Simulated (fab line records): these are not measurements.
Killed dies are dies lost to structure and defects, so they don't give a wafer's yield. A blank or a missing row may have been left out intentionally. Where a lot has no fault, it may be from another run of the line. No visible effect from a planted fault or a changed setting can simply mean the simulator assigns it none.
Which tool is to blame? :: flow nand_harc :: Sampling: 24 lots, 72 wafers, 6 of 1159 route steps

WHAT THE GAUGES READ, wafer by wafer
NHARC_P_M0_OVL_MEAS_10: pitch 180 nm.
lot: L074
measured: day 5 10:55
on: overlay-01
overlay_x_nm (nm): -0.4 -0.4 -0.9
overlay_y_nm (nm): -1.1 -0.4 -0.3

lot: L075
measured: day 6 09:02
on: overlay-01
overlay_x_nm (nm): 0.4 0.7 0.7
overlay_y_nm (nm): -0.4 -0.7 -0.6

lot: L076
measured: day 6 09:49
on: overlay-02
overlay_x_nm (nm): 0.0 0.3 -0.1
overlay_y_nm (nm): -0.1 -0.7 -0.7

lot: L077
measured: day 6 20:02
on: overlay-02
overlay_x_nm (nm): -0.7 -0.9 -0.5
overlay_y_nm (nm): 0.5 0.1 0.3

lot: L079
measured: day 7 00:05
on: overlay-01
overlay_x_nm (nm): 0.5 0.3 0.2
overlay_y_nm (nm): -0.3 0.3 0.1

lot: L078
measured: day 7 00:08
on: overlay-02
overlay_x_nm (nm): 0.2 0.2 -0.2
overlay_y_nm (nm): 0.9 0.1 0.6

lot: L080
measured: day 7 05:33
on: overlay-02
overlay_x_nm (nm): -0.9 -0.7 -1.0
overlay_y_nm (nm): -0.5 -0.1 -0.2

lot: L081
measured: day 7 14:34
on: overlay-01
overlay_x_nm (nm): 1.1 0.7 0.9
overlay_y_nm (nm): -0.2 -0.9 -0.5

lot: L082
measured: day 7 15:24
on: overlay-01
overlay_x_nm (nm): 0.5 0.7 1.3
overlay_y_nm (nm): -2.1 -1.9 -1.8

lot: L083
measured: day 8 00:58
on: overlay-02
overlay_x_nm (nm): -0.1 0.2 0.1
overlay_y_nm (nm): -0.4 -0.1 0.0

lot: L084
measured: day 8 05:28
on: overlay-02
overlay_x_nm (nm): -0.1 0.1 0.4
overlay_y_nm (nm): 1.7 1.3 1.4

lot: L087
measured: day 8 21:51
on: overlay-02
overlay_x_nm (nm): 0.0 0.5 0.1
overlay_y_nm (nm): 0.6 -0.5 -0.4

lot: L086
measured: day 8 22:34
on: overlay-02
overlay_x_nm (nm): 0.1 -0.1 -0.6
overlay_y_nm (nm): -2.1 -2.2 -1.5

lot: L085
measured: day 8 22:59
on: overlay-01
overlay_x_nm (nm): 0.6 -0.2 -0.3
overlay_y_nm (nm): 0.6 0.6 0.3

lot: L089
measured: day 9 15:24
on: overlay-02
overlay_x_nm (nm): -0.2 0.0 -0.4
overlay_y_nm (nm): 0.2 0.1 0.0

lot: L088
measured: day 9 16:50
on: overlay-01
overlay_x_nm (nm): -1.3 -1.2 -1.6
overlay_y_nm (nm): 0.7 0.6 0.2

lot: L091
measured: day 9 17:22
on: overlay-02
overlay_x_nm (nm): -0.5 -1.2 -0.6
overlay_y_nm (nm): -0.3 0.1 -0.2

lot: L090
measured: day 9 22:13
on: overlay-01
overlay_x_nm (nm): -0.3 -0.8 -0.6
overlay_y_nm (nm): -0.4 0.4 0.9

lot: L092
measured: day 10 04:33
on: overlay-01
overlay_x_nm (nm): 0.4 -0.3 -0.1
overlay_y_nm (nm): 0.6 1.0 0.5

lot: L094
measured: day 10 22:18
on: overlay-01
overlay_x_nm (nm): -1.3 -0.9 -1.1
overlay_y_nm (nm): 1.6 2.1 1.3

lot: L093
measured: day 10 22:40
on: overlay-02
overlay_x_nm (nm): -0.8 -1.3 -1.1
overlay_y_nm (nm): 1.3 0.7 1.1

lot: L095
measured: day 11 00:49
on: overlay-02
overlay_x_nm (nm): -0.9 -0.7 -0.6
overlay_y_nm (nm): -1.1 -1.0 -1.1

lot: L096
measured: day 11 05:20
on: overlay-01
overlay_x_nm (nm): -0.6 -0.1 0.0
overlay_y_nm (nm): 0.2 0.1 0.5

lot: L097
measured: day 11 06:01
on: overlay-01
overlay_x_nm (nm): -0.8 0.1 -0.6
overlay_y_nm (nm): -0.3 0.0 0.1

NHARC_P_M0_THK_MEAS_24: measures by xrf.
lot: L074
measured: day 5 13:19
on: film_metro-02
thk_nm (nm): 116.3 120.2 120.2

lot: L075
measured: day 6 11:57
on: film_metro-01
thk_nm (nm): 117.1 119.1 118.2

lot: L076
measured: day 6 12:26
on: film_metro-01
thk_nm (nm): 120.1 116.2 116.7

lot: L077
measured: day 6 22:32
on: film_metro-01
thk_nm (nm): 118.8 114.2 118.6

lot: L079
measured: day 7 02:57
on: film_metro-01
thk_nm (nm): 117.7 117.2 117.9

lot: L078
measured: day 7 02:34
on: film_metro-02
thk_nm (nm): 118.2 119.2 115.1

lot: L080
measured: day 7 07:58
on: film_metro-01
thk_nm (nm): 115.2 116.4 117.0

lot: L081
measured: day 7 17:06
on: film_metro-01
thk_nm (nm): 118.6 118.7 117.4

lot: L082
measured: day 7 17:52
on: film_metro-01
thk_nm (nm): 118.0 120.8 116.7

lot: L083
measured: day 8 03:25
on: film_metro-02
thk_nm (nm): 118.5 119.5 116.2

lot: L084
measured: day 8 08:11
on: film_metro-02
thk_nm (nm): 117.1 115.7 116.8

lot: L087
measured: day 9 00:20
on: film_metro-01
thk_nm (nm): 115.6 118.1 115.9

lot: L086
measured: day 9 01:06
on: film_metro-01
thk_nm (nm): 115.1 115.0 116.3

lot: L085
measured: day 9 01:29
on: film_metro-01
thk_nm (nm): 116.8 118.8 122.1

lot: L089
measured: day 9 17:53
on: film_metro-02
thk_nm (nm): 116.6 116.6 115.9

lot: L088
measured: day 9 19:16
on: film_metro-01
thk_nm (nm): 118.7 118.0 116.9

lot: L091
measured: day 9 19:47
on: film_metro-01
thk_nm (nm): 119.7 118.0 116.4

lot: L090
measured: day 10 00:38
on: film_metro-01
thk_nm (nm): 118.2 116.5 116.5

lot: L092
measured: day 10 06:59
on: film_metro-01
thk_nm (nm): 119.1 116.5 116.0

lot: L094
measured: day 11 00:43
on: film_metro-02
thk_nm (nm): 117.5 117.5 114.3

lot: L093
measured: day 11 01:11
on: film_metro-01
thk_nm (nm): 116.0 115.6 117.2

lot: L095
measured: day 11 03:17
on: film_metro-02
thk_nm (nm): 118.5 119.4 119.6

lot: L096
measured: day 11 07:58
on: film_metro-01
thk_nm (nm): 119.3 116.1 119.7

lot: L097
measured: day 11 08:35
on: film_metro-02
thk_nm (nm): 114.0 119.0 117.3

NHARC_P_M1_CD_MEAS_16.
lot: L074
measured: day 5 15:18
on: cd_sem-03
cd_nm (nm): 129.4 129.4 128.3

lot: L075
measured: day 6 13:58
on: cd_sem-01
cd_nm (nm): 131.5 131.5 131.5

lot: L076
measured: day 6 14:21
on: cd_sem-01
cd_nm (nm): 131.7 130.7 131.4

lot: L077
measured: day 7 00:35
on: cd_sem-03
cd_nm (nm): 127.4 128.3 130.0

lot: L079
measured: day 7 05:04
on: cd_sem-01
cd_nm (nm): 128.4 130.3 129.4

lot: L078
measured: day 7 04:36
on: cd_sem-03
cd_nm (nm): 131.2 130.9 129.9

lot: L080
measured: day 7 10:01
on: cd_sem-02
cd_nm (nm): 129.5 130.2 130.8

lot: L081
measured: day 7 19:00
on: cd_sem-02
cd_nm (nm): 130.8 130.7 131.7

lot: L082
measured: day 7 19:57
on: cd_sem-03
cd_nm (nm): 130.9 130.4 131.8

lot: L083
measured: day 8 05:27
on: cd_sem-02
cd_nm (nm): 129.7 129.4 129.4

lot: L084
measured: day 8 10:08
on: cd_sem-02
cd_nm (nm): 132.9 129.4 131.5

lot: L087
measured: day 9 02:25
on: cd_sem-01
cd_nm (nm): 131.5 131.2 129.9

lot: L086
measured: day 9 03:19
on: cd_sem-02
cd_nm (nm): 129.3 130.3 129.8

lot: L085
measured: day 9 03:33
on: cd_sem-03
cd_nm (nm): 128.0 130.3 128.4

lot: L089
measured: day 9 19:49
on: cd_sem-02
cd_nm (nm): 128.8 129.0 127.6

lot: L088
measured: day 9 21:21
on: cd_sem-03
cd_nm (nm): 129.5 131.7 128.1

lot: L091
measured: day 9 21:52
on: cd_sem-01
cd_nm (nm): 129.7 130.1 129.1

lot: L090
measured: day 10 02:44
on: cd_sem-02
cd_nm (nm): 130.9 132.2 131.2

lot: L092
measured: day 10 09:02
on: cd_sem-01
cd_nm (nm): 130.5 130.8 129.0

lot: L094
measured: day 11 03:29
on: cd_sem-02
cd_nm (nm): 131.5 130.2 131.6

lot: L093
measured: day 11 03:40
on: cd_sem-01
cd_nm (nm): 128.5 129.6 127.7

lot: L095
measured: day 11 05:42
on: cd_sem-01
cd_nm (nm): 128.7 130.2 129.7

lot: L096
measured: day 11 09:59
on: cd_sem-02
cd_nm (nm): 129.9 130.1 129.3

lot: L097
measured: day 11 10:31
on: cd_sem-01
cd_nm (nm): 129.0 127.5 128.4

NHARC_P_M1_THK_MEAS_24: measures by xrf.
lot: L074
measured: day 5 17:29
on: film_metro-02
thk_nm (nm): 155.5 159.9 154.8

lot: L075
measured: day 6 16:05
on: film_metro-01
thk_nm (nm): 159.7 155.6 157.6

lot: L076
measured: day 6 16:28
on: film_metro-01
thk_nm (nm): 156.9 157.7 159.1

lot: L077
measured: day 7 02:53
on: film_metro-01
thk_nm (nm): 158.7 155.8 157.7

lot: L079
measured: day 7 07:13
on: film_metro-01
thk_nm (nm): 159.5 155.5 161.0

lot: L078
measured: day 7 06:44
on: film_metro-02
thk_nm (nm): 159.9 157.5 155.3

lot: L080
measured: day 7 12:08
on: film_metro-01
thk_nm (nm): 156.5 158.1 162.6

lot: L081
measured: day 7 21:11
on: film_metro-01
thk_nm (nm): 158.0 158.3 157.1

lot: L082
measured: day 7 22:05
on: film_metro-02
thk_nm (nm): 160.5 157.6 159.0

lot: L083
measured: day 8 07:35
on: film_metro-01
thk_nm (nm): 157.1 161.8 156.1

lot: L084
measured: day 8 12:14
on: film_metro-01
thk_nm (nm): 156.0 156.9 159.2

lot: L087
measured: day 9 04:34
on: film_metro-01
thk_nm (nm): 156.4 156.5 156.7

lot: L086
measured: day 9 05:28
on: film_metro-01
thk_nm (nm): 156.1 158.8 157.2

lot: L085
measured: day 9 05:52
on: film_metro-01
thk_nm (nm): 158.2 158.9 153.9

lot: L089
measured: day 9 21:56
on: film_metro-02
thk_nm (nm): 155.9 159.2 158.5

lot: L088
measured: day 9 23:28
on: film_metro-01
thk_nm (nm): 156.6 156.3 157.9

lot: L091
measured: day 9 23:59
on: film_metro-01
thk_nm (nm): 157.4 156.6 156.9

lot: L090
measured: day 10 05:08
on: film_metro-02
thk_nm (nm): 159.5 156.7 162.9

lot: L092
measured: day 10 11:09
on: film_metro-01
thk_nm (nm): 159.9 159.3 157.5

lot: L094
measured: day 11 05:43
on: film_metro-02
thk_nm (nm): 157.7 161.2 158.6

lot: L093
measured: day 11 05:50
on: film_metro-01
thk_nm (nm): 156.1 158.4 155.2

lot: L095
measured: day 11 08:17
on: film_metro-02
thk_nm (nm): 156.5 160.4 158.5

lot: L096
measured: day 11 12:06
on: film_metro-01
thk_nm (nm): 158.9 158.3 156.5

lot: L097
measured: day 11 12:39
on: film_metro-01
thk_nm (nm): 158.2 160.3 159.1

WHAT TOOL EACH LOT RAN ON (gives the tool, then ch and the chambers of the sampled wafers, and finally the start)
lot: L074
NHARC_P_GATE_STRIP_95: plasma_asher-01 ch 0, day 5 03:20
NHARC_P_GATE_RTA_64: rtp_anneal-01 ch 0, day 5 03:56

lot: L075
NHARC_P_GATE_STRIP_95: plasma_asher-02 ch 1, day 5 18:16
NHARC_P_GATE_RTA_64: rtp_anneal-01 ch 0, day 5 18:49

lot: L076
NHARC_P_GATE_STRIP_95: plasma_asher-01 ch 0,1, day 5 18:34
NHARC_P_GATE_RTA_64: rtp_anneal-01 ch 0, day 5 19:09

lot: L077
NHARC_P_GATE_STRIP_95: plasma_asher-01 ch 0,1, day 6 07:04
NHARC_P_GATE_RTA_64: rtp_anneal-01 ch 0, day 6 07:40

lot: L079
NHARC_P_GATE_STRIP_95: plasma_asher-01 ch 0,1, day 6 09:08
NHARC_P_GATE_RTA_64: rtp_anneal-01 ch 0, day 6 09:46

lot: L078
NHARC_P_GATE_STRIP_95: plasma_asher-02 ch 0,1, day 6 09:40
NHARC_P_GATE_RTA_64: rtp_anneal-02 ch 0, day 6 10:19

lot: L080
NHARC_P_GATE_STRIP_95: plasma_asher-02 ch 0,1, day 6 21:48
NHARC_P_GATE_RTA_64: rtp_anneal-01 ch 0, day 6 22:25

lot: L081
NHARC_P_GATE_STRIP_95: plasma_asher-02 ch 0,1, day 7 05:43
NHARC_P_GATE_RTA_64: rtp_anneal-01 ch 0, day 7 06:22

lot: L082
NHARC_P_GATE_STRIP_95: plasma_asher-01 ch 0,1, day 7 06:44
NHARC_P_GATE_RTA_64: rtp_anneal-01 ch 0, day 7 07:38

lot: L083
NHARC_P_GATE_STRIP_95: plasma_asher-02 ch 0,1, day 7 17:05
NHARC_P_GATE_RTA_64: rtp_anneal-02 ch 0, day 7 17:42

lot: L084
NHARC_P_GATE_STRIP_95: plasma_asher-01 ch 0,1, day 7 21:11
NHARC_P_GATE_RTA_64: rtp_anneal-01 ch 0, day 7 21:47

lot: L087
NHARC_P_GATE_STRIP_95: plasma_asher-02 ch 0,1, day 8 14:02
NHARC_P_GATE_RTA_64: rtp_anneal-01 ch 0, day 8 14:35

lot: L086
NHARC_P_GATE_STRIP_95: plasma_asher-01 ch 0,1, day 8 14:29
NHARC_P_GATE_RTA_64: rtp_anneal-02 ch 0, day 8 15:04

lot: L085
NHARC_P_GATE_STRIP_95: plasma_asher-02 ch 0,1, day 8 14:52
NHARC_P_GATE_RTA_64: rtp_anneal-02 ch 0, day 8 15:32

lot: L089
NHARC_P_GATE_STRIP_95: plasma_asher-01 ch 0,1, day 9 01:23
NHARC_P_GATE_RTA_64: rtp_anneal-02 ch 0, day 9 01:58

lot: L088
NHARC_P_GATE_STRIP_95: plasma_asher-01 ch 0,1, day 9 03:42
NHARC_P_GATE_RTA_64: rtp_anneal-01 ch 0, day 9 04:16

lot: L091
NHARC_P_GATE_STRIP_95: plasma_asher-02 ch 0,1, day 9 08:01
NHARC_P_GATE_RTA_64: rtp_anneal-02 ch 0, day 9 08:36

lot: L090
NHARC_P_GATE_STRIP_95: plasma_asher-01 ch 0, day 9 08:55
NHARC_P_GATE_RTA_64: rtp_anneal-02 ch 0, day 9 09:31

lot: L092
NHARC_P_GATE_STRIP_95: plasma_asher-01 ch 0,1, day 9 20:58
NHARC_P_GATE_RTA_64: rtp_anneal-02 ch 0, day 9 21:33

lot: L094
NHARC_P_GATE_STRIP_95: plasma_asher-01 ch 0,1, day 10 12:34
NHARC_P_GATE_RTA_64: rtp_anneal-01 ch 0, day 10 13:10

lot: L093
NHARC_P_GATE_STRIP_95: plasma_asher-01 ch 0,1, day 10 13:44
NHARC_P_GATE_RTA_64: rtp_anneal-01 ch 0, day 10 14:18

lot: L095
NHARC_P_GATE_STRIP_95: plasma_asher-01 ch 0,1, day 10 17:04
NHARC_P_GATE_RTA_64: rtp_anneal-01 ch 0, day 10 17:37

lot: L096
NHARC_P_GATE_STRIP_95: plasma_asher-02 ch 0,1, day 10 21:37
NHARC_P_GATE_RTA_64: rtp_anneal-02 ch 0, day 10 22:11

lot: L097
NHARC_P_GATE_STRIP_95: plasma_asher-01 ch 0,1, day 10 22:05
NHARC_P_GATE_RTA_64: rtp_anneal-02 ch 0, day 10 22:40
- NHARC_P_GATE_STRIP_95: strips in O2.
- NHARC_P_GATE_RTA_64: time 1 s.

AS READ BY THE TOOLS THEMSELVES (means over the sampled wafers that have a number; for cases with no such wafer, the mark the record gives instead)
NHARC_P_GATE_STRIP_95.
lot: L074
tool: plasma_asher-01
drypump_motor_current_A (A): 5.9
heater_power_w (W): 393

lot: L075
tool: plasma_asher-02
drypump_motor_current_A (A): 5.5
heater_power_w (W): 349

lot: L076
tool: plasma_asher-01
drypump_motor_current_A (A): 6.0
heater_power_w (W): 375

lot: L077
tool: plasma_asher-01
drypump_motor_current_A (A): 5.9
heater_power_w (W): 376

lot: L079
tool: plasma_asher-01
drypump_motor_current_A (A): 6.0
heater_power_w (W): 378

lot: L078
tool: plasma_asher-02
drypump_motor_current_A (A): 5.4
heater_power_w (W): 342

lot: L080
tool: plasma_asher-02
drypump_motor_current_A (A): 5.4
heater_power_w (W): 342

lot: L081
tool: plasma_asher-02
drypump_motor_current_A (A): 5.4
heater_power_w (W): 343

lot: L082
tool: plasma_asher-01
drypump_motor_current_A (A): 6.0
heater_power_w (W): 348

lot: L083
tool: plasma_asher-02
drypump_motor_current_A (A): 5.4
heater_power_w (W): 349

lot: L084
tool: plasma_asher-01
drypump_motor_current_A (A): 6.0
heater_power_w (W): 351

lot: L087
tool: plasma_asher-02
drypump_motor_current_A (A): 5.3
heater_power_w (W): 341

lot: L086
tool: plasma_asher-01
drypump_motor_current_A (A): 6.0
heater_power_w (W): 349

lot: L085
tool: plasma_asher-02
drypump_motor_current_A (A): 5.3
heater_power_w (W): 346

lot: L089
tool: plasma_asher-01
drypump_motor_current_A (A): 6.0
heater_power_w (W): 375

lot: L088
tool: plasma_asher-01
drypump_motor_current_A (A): 6.0
heater_power_w (W): 345

lot: L091
tool: plasma_asher-02
drypump_motor_current_A (A): 5.4
heater_power_w (W): 355

lot: L090
tool: plasma_asher-01
drypump_motor_current_A (A): 5.9
heater_power_w (W): 408

lot: L092
tool: plasma_asher-01
drypump_motor_current_A (A): 6.0
heater_power_w (W): 347

lot: L094
tool: plasma_asher-01
drypump_motor_current_A (A): 6.0
heater_power_w (W): 346

lot: L093
tool: plasma_asher-01
drypump_motor_current_A (A): 6.0
heater_power_w (W): 379

lot: L095
tool: plasma_asher-01
drypump_motor_current_A (A): 6.0
heater_power_w (W): 374

lot: L096
tool: plasma_asher-02
drypump_motor_current_A (A): 5.4
heater_power_w (W): 357

lot: L097
tool: plasma_asher-01
drypump_motor_current_A (A): 6.0
heater_power_w (W): 372

NHARC_P_GATE_RTA_64.
lot: L074
tool: rtp_anneal-01
lamp_power_pct (%): 35.6
wafer_temp_C_max: 1055.8

lot: L075
tool: rtp_anneal-01
lamp_power_pct (%): 35.6
wafer_temp_C_max: 1055.6

lot: L076
tool: rtp_anneal-01
lamp_power_pct (%): 35.6
wafer_temp_C_max: 1055.2

lot: L077
tool: rtp_anneal-01
lamp_power_pct (%): 35.6
wafer_temp_C_max: 1057.2

lot: L079
tool: rtp_anneal-01
lamp_power_pct (%): 35.6
wafer_temp_C_max: 1055.4

lot: L078
tool: rtp_anneal-02
lamp_power_pct (%): 31.7
wafer_temp_C_max: 1052.8

lot: L080
tool: rtp_anneal-01
lamp_power_pct (%): 35.6
wafer_temp_C_max: 1054.9

lot: L081
tool: rtp_anneal-01
lamp_power_pct (%): 35.6
wafer_temp_C_max: 1056.2

lot: L082
tool: rtp_anneal-01
lamp_power_pct (%): 35.6
wafer_temp_C_max: 1056.3

lot: L083
tool: rtp_anneal-02
lamp_power_pct (%): 31.7
wafer_temp_C_max: 1053.6

lot: L084
tool: rtp_anneal-01
lamp_power_pct (%): 35.6
wafer_temp_C_max: 1055.8

lot: L087
tool: rtp_anneal-01
lamp_power_pct (%): 35.6
wafer_temp_C_max: 1055.0

lot: L086
tool: rtp_anneal-02
lamp_power_pct (%): 31.7
wafer_temp_C_max: 1053.3

lot: L085
tool: rtp_anneal-02
lamp_power_pct (%): 31.7
wafer_temp_C_max: 1053.8

lot: L089
tool: rtp_anneal-02
lamp_power_pct (%): 31.7
wafer_temp_C_max: 1052.5

lot: L088
tool: rtp_anneal-01
lamp_power_pct (%): 35.6
wafer_temp_C_max: 1054.9

lot: L091
tool: rtp_anneal-02
lamp_power_pct (%): 31.6
wafer_temp_C_max: 1053.2

lot: L090
tool: rtp_anneal-02
lamp_power_pct (%): 31.7
wafer_temp_C_max: 1052.9

lot: L092
tool: rtp_anneal-02
lamp_power_pct (%): 31.7
wafer_temp_C_max: 1054.0

lot: L094
tool: rtp_anneal-01
lamp_power_pct (%): 35.7
wafer_temp_C_max: 1056.9

lot: L093
tool: rtp_anneal-01
lamp_power_pct (%): 35.6
wafer_temp_C_max: 1055.6

lot: L095
tool: rtp_anneal-01
lamp_power_pct (%): 35.6
wafer_temp_C_max: 1053.9

lot: L096
tool: rtp_anneal-02
lamp_power_pct (%): 31.7
wafer_temp_C_max: 1053.3

lot: L097
tool: rtp_anneal-02
lamp_power_pct (%): 31.6
wafer_temp_C_max: 1052.9

THE ANSWER, worked out from the rows above alone
Rule: what is usual is taken from the lots themselves. The widest of any qualifying gaps counts: lots, ordered by their means at a reading, are off when they make up no more than a third of the lots, leave a main group of 4 or more, and stand apart from it by 3 or more times the standard deviation of that group's means. A main group whose means are all the same, to the digits that the tables above print for the reading, isn't used. Also off: a lot with no number at a reading for which 4 or more lots have one. The other lots that the step has rows for count as sound. The gauges are gone through in route order, then the tools' own readings, and for those a lot's mean is taken as printed above. At the first step where some lot is off, the reading lying furthest off is the one used; lots without a number count as furthest.
No lot is off on any of the readings shown, so nothing can be concluded from this.

WHAT THE SIMULATOR HAD PUT IN
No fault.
